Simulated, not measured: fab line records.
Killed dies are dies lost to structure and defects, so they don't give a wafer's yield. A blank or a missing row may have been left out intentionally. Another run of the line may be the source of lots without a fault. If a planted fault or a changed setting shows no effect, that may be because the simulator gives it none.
Struck lot and sound lot, side by side -- flow n5 finfet -- 34 steps out of a route of 1938
Sound: these wafers, L234.1, L234.4, L234.6. Wafers L244.2, L244.4, L244.5 were the ones struck. Last of all comes the cause.
Each step with rows lists, per side, the tool, then ch with its chambers, then its first start. Under that, the readings that differ: sound wafers -- struck wafers -- difference of the means -- sigmas: that difference in standard deviations of wafers without a fault.
alike: same words and numbers on both sides, and readings whose means sit less than 2 such deviations apart. not compared: any withheld reading, any reading some wafer has no value for, any bound like >300 that may hide the same value, and any number with overlapping values for which the record gives no deviation.
A row with sigmas, a row that says differs or no value, or rows on one side alone: a step with any of these is where the two part. Non-overlapping numbers with no deviation appear without sigmas and do not part them. A reading that every wafer of one side lacks parts them only if that side has two wafers or more.

first, 9 steps without rows for these wafers: N5_GATE_CUT_DESCUM_18 (chemistry O2, time 7 s); N5_GATE_CUT_ETCH_28 (etches underlayer in N2/H2, target depth 13 nm, time 10.4 s); N5_GATE_CUT_ETCH_36 (etches SiARC in CF4, target depth 13 nm, time 21.7 s); N5_GATE_CUT_ETCH_37 (etches SOC in N2/H2, target depth 60 nm, overetch 12 nm, time 90 s); N5_GATE_CUT_STRIP_38 (strips in N2/H2); N5_GATE_CUT_STRIP_39 (strips in N2/H2); N5_GATE_CUT_HM_OPEN_40 (chemistry C4F6/O2, target SiO2, target depth 139 nm, time 85.1 s); N5_GATE_CUT_STRIP_41 (strips in CF4); N5_GATE_CUT_STRIP_42 (strips in O2).
N5_GATE_CUT_ETCH_19: etches SiNx in CH3F/O2, target depth 53.7 nm, time 76.7 s.
  sound on rie diel-06 ch 2,3, day 5 11:36; struck on rie diel-02 ch 0,1,2, day 8 02:21
  alike: drypump motor current A, etch rf on time s, oes product au, rf vpp V, showerhead plenum p Torr, throttle valve pct
  not compared: rf hours counter h
then, 23 steps without rows for these wafers: N5_GATE_CUT_CUT_ETCH_53 (etches W in SF6/Cl2, target depth 79.2 nm); N5_GATE_CUT_CUT_ETCH_54 (etches TiN in Cl2/BCl3, target depth 96.7 nm); N5_GATE_CUT_CUT_ETCH_55 (etches HfO2 in BCl3, target depth 3.2 nm); N5_GATE_CUT_ETCH_47 (etches SiO2 in Cl2/BCl3, target depth 10 nm); N5_GATE_CUT_VAPOR_ETCH_48 (etches TiN in BCl3/Cl2); N5_GATE_CUT_VAPOR_ETCH_49 (etches TiAlC in BCl3/Cl2); N5_GATE_CUT_VAPOR_ETCH_51 (etches HfO2 in BCl3/Cl2); N5_GATE_CUT_STRIP_21 (strips in N2/H2, time 30 s); N5_GATE_CUT_STRIP_29 (strips in post etch residue remover, time 60 s); N5_GATE_CUT_SRD_52 (time 30 s); N5_GATE_CUT_ALD_22 (deposits SiNx, target thk 16 nm, pulse time 1 s, ald cycles 320); N5_GATE_CUT_CMP_23 (polishes, stops on SiO2, t overpolish 23.4 s, target thk 16 nm); N5_GATE_CUT_CMP_43 (polishes SiO2); N5_GATE_CUT_CMP_61 (polishes, stops on SiNx, t overpolish 3 s); N5_MOL_CONTACT_COAG_COAT_103 (time 60 s, resist thk 80 nm); N5_MOL_CONTACT_COAG_COAT_104 (time 60 s, resist thk 12 nm); N5_MOL_CONTACT_COAG_COAT_58 (time 60 s, resist thk 10 nm); N5_MOL_CONTACT_COAG_COAT_02 (resist thk 30 nm); N5_MOL_CONTACT_COAG_EBR_04; N5_MOL_CONTACT_COAG_SOFTBAKE_03 (time 60 s); N5_MOL_CONTACT_COAG_EXPOSE_05 (exposes mask CA, defocus 0 nm); N5_MOL_CONTACT_COAG_PEB_06 (peb time 60 s); N5_MOL_CONTACT_COAG_DEVELOP_07 (develop time 30 s).
-- the record jumps here: 8 days lie between the struck wafers' starts before and after (it left off in module MOL_CONTACT_COAG and takes up again in module PASSIVATION, whose first step shown is number 1936 of the route) --
N5_PASSIVATION_PROBE_49:
  the record has rows for the struck wafers here (prober-02, day 16 00:19) and none for the sound ones

== WHERE THEY PART ==
Within this record, at N5_PASSIVATION_PROBE_49 only.

WHY: what had been put in by the simulator
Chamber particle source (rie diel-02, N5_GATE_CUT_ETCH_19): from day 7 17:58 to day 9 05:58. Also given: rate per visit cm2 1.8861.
